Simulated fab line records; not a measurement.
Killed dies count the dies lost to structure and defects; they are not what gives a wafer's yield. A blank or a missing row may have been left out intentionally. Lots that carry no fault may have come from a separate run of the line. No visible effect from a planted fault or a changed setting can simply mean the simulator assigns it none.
Matching of chambers / flow n5_finfet / N5_BEOL_M4_ETCH_70 on rie_diel-01 has 4 sister chambers
The step etches SOC in N2/H2, target depth 80 nm, overetch 24 nm, time 130 s. 22 wafers are shown with their chamber, then 11 later ones without.

WAFERS WITH THEIR CHAMBER
wafer=L075.3; chamber=0; drypump_motor_current_A (A)=6.2; showerhead_plenum_p_Torr (Torr)=2.54; throttle_valve_pct (%)=17.80
wafer=L075.4; chamber=0; drypump_motor_current_A (A)=6.2; showerhead_plenum_p_Torr (Torr)=2.54; throttle_valve_pct (%)=17.79
wafer=L075.6; chamber=2; drypump_motor_current_A (A)=6.2; showerhead_plenum_p_Torr (Torr)=2.59; throttle_valve_pct (%)=17.67
wafer=L077.1; chamber=0; drypump_motor_current_A (A)=6.2; showerhead_plenum_p_Torr (Torr)=2.53; throttle_valve_pct (%)=17.81
wafer=L077.3; chamber=3; drypump_motor_current_A (A)=5.1; showerhead_plenum_p_Torr (Torr)=2.71; throttle_valve_pct (%)=17.52
wafer=L077.5; chamber=1; drypump_motor_current_A (A)=6.0; showerhead_plenum_p_Torr (Torr)=2.65; throttle_valve_pct (%)=17.61
wafer=L081.2; chamber=1; drypump_motor_current_A (A)=6.0; showerhead_plenum_p_Torr (Torr)=2.65; throttle_valve_pct (%)=17.63
wafer=L081.4; chamber=0; drypump_motor_current_A (A)=6.2; showerhead_plenum_p_Torr (Torr)=2.53; throttle_valve_pct (%)=17.83
wafer=L081.5; chamber=3; drypump_motor_current_A (A)=5.1; showerhead_plenum_p_Torr (Torr)=2.70; throttle_valve_pct (%)=17.53
wafer=L083.2; chamber=3; drypump_motor_current_A (A)=5.1; showerhead_plenum_p_Torr (Torr)=2.70; throttle_valve_pct (%)=17.52
wafer=L083.4; chamber=2; drypump_motor_current_A (A)=6.2; showerhead_plenum_p_Torr (Torr)=2.58; throttle_valve_pct (%)=17.69
wafer=L083.5; chamber=3; drypump_motor_current_A (A)=5.1; showerhead_plenum_p_Torr (Torr)=2.70; throttle_valve_pct (%)=17.53
wafer=L085.3; chamber=3; drypump_motor_current_A (A)=5.1; showerhead_plenum_p_Torr (Torr)=2.70; throttle_valve_pct (%)=17.54
wafer=L085.5; chamber=1; drypump_motor_current_A (A)=5.9; showerhead_plenum_p_Torr (Torr)=2.65; throttle_valve_pct (%)=17.62
wafer=L085.6; chamber=0; drypump_motor_current_A (A)=6.2; showerhead_plenum_p_Torr (Torr)=2.53; throttle_valve_pct (%)=17.84
wafer=L087.2; chamber=3; drypump_motor_current_A (A)=5.2; showerhead_plenum_p_Torr (Torr)=2.70; throttle_valve_pct (%)=17.55
wafer=L087.4; chamber=0; drypump_motor_current_A (A)=6.2; showerhead_plenum_p_Torr (Torr)=2.53; throttle_valve_pct (%)=17.83
wafer=L087.6; chamber=1; drypump_motor_current_A (A)=5.9; showerhead_plenum_p_Torr (Torr)=2.65; throttle_valve_pct (%)=17.62
wafer=L088.2; chamber=2; drypump_motor_current_A (A)=6.2; showerhead_plenum_p_Torr (Torr)=2.57; throttle_valve_pct (%)=17.71
wafer=L088.3; chamber=3; drypump_motor_current_A (A)=5.1; showerhead_plenum_p_Torr (Torr)=2.70; throttle_valve_pct (%)=17.54
wafer=L088.5; chamber=3; drypump_motor_current_A (A)=5.1; showerhead_plenum_p_Torr (Torr)=2.70; throttle_valve_pct (%)=17.55
wafer=L091.2; chamber=0; drypump_motor_current_A (A)=6.2; showerhead_plenum_p_Torr (Torr)=2.52; throttle_valve_pct (%)=17.85

SIGNATURES (means of the wafers above)
reading=drypump_motor_current_A; chamber 0=6.200; chamber 1=5.950; chamber 2=6.200; chamber 3=5.112; scatter within a chamber=0.0323
reading=showerhead_plenum_p_Torr; chamber 0=2.5314; chamber 1=2.6500; chamber 2=2.5800; chamber 3=2.7012; scatter within a chamber=0.00564
reading=throttle_valve_pct; chamber 0=17.8214; chamber 1=17.6200; chamber 2=17.6900; chamber 3=17.5350; scatter within a chamber=0.0165
Rule: for a wafer and a chamber, the distance is found by dividing, reading by reading, the gap between the wafer's reading and the chamber's mean by the reading's scatter, squaring, summing and taking the root. The wafer belongs to the nearest chamber; if the next one is less than 2 further off, it can't be placed. The scatter is the square root of a quotient: the sum, over the shown wafers, of each reading's squared deviation from its chamber's mean, divided by wafers minus chambers.

WAFERS WITH NO CHAMBER GIVEN
wafer=L091.4; drypump_motor_current_A (A)=6.2; showerhead_plenum_p_Torr (Torr)=2.57; throttle_valve_pct (%)=17.72
wafer=L091.6; drypump_motor_current_A (A)=6.2; showerhead_plenum_p_Torr (Torr)=2.57; throttle_valve_pct (%)=17.72
wafer=L090.1; drypump_motor_current_A (A)=5.1; showerhead_plenum_p_Torr (Torr)=2.69; throttle_valve_pct (%)=17.57
wafer=L090.5; drypump_motor_current_A (A)=5.2; showerhead_plenum_p_Torr (Torr)=2.69; throttle_valve_pct (%)=17.56
wafer=L090.6; drypump_motor_current_A (A)=6.2; showerhead_plenum_p_Torr (Torr)=2.57; throttle_valve_pct (%)=17.73
wafer=L092.2; drypump_motor_current_A (A)=5.2; showerhead_plenum_p_Torr (Torr)=2.69; throttle_valve_pct (%)=17.55
wafer=L092.5; drypump_motor_current_A (A)=6.2; showerhead_plenum_p_Torr (Torr)=2.57; throttle_valve_pct (%)=17.70
wafer=L092.6; drypump_motor_current_A (A)=5.9; showerhead_plenum_p_Torr (Torr)=2.64; throttle_valve_pct (%)=17.66
wafer=L097.1; drypump_motor_current_A (A)=6.2; showerhead_plenum_p_Torr (Torr)=2.56; throttle_valve_pct (%)=17.74
wafer=L097.4; drypump_motor_current_A (A)=5.9; showerhead_plenum_p_Torr (Torr)=2.64; throttle_valve_pct (%)=17.69
wafer=L097.5; drypump_motor_current_A (A)=6.2; showerhead_plenum_p_Torr (Torr)=2.56; throttle_valve_pct (%)=17.74

WHICH CHAMBER EACH WENT THROUGH
wafer=L091.4; from the rows above=2; in truth=2
wafer=L091.6; from the rows above=2; in truth=2
wafer=L090.1; from the rows above=3; in truth=3
wafer=L090.5; from the rows above=3; in truth=3
wafer=L090.6; from the rows above=2; in truth=2
wafer=L092.2; from the rows above=3; in truth=3
wafer=L092.5; from the rows above=2; in truth=2
wafer=L092.6; from the rows above=1; in truth=1
wafer=L097.1; from the rows above=2; in truth=2
wafer=L097.4; from the rows above=1; in truth=1
wafer=L097.5; from the rows above=2; in truth=2
Correctly placed: 11 of 11. Left unplaced by these rows: 0. 0 placed wrongly.
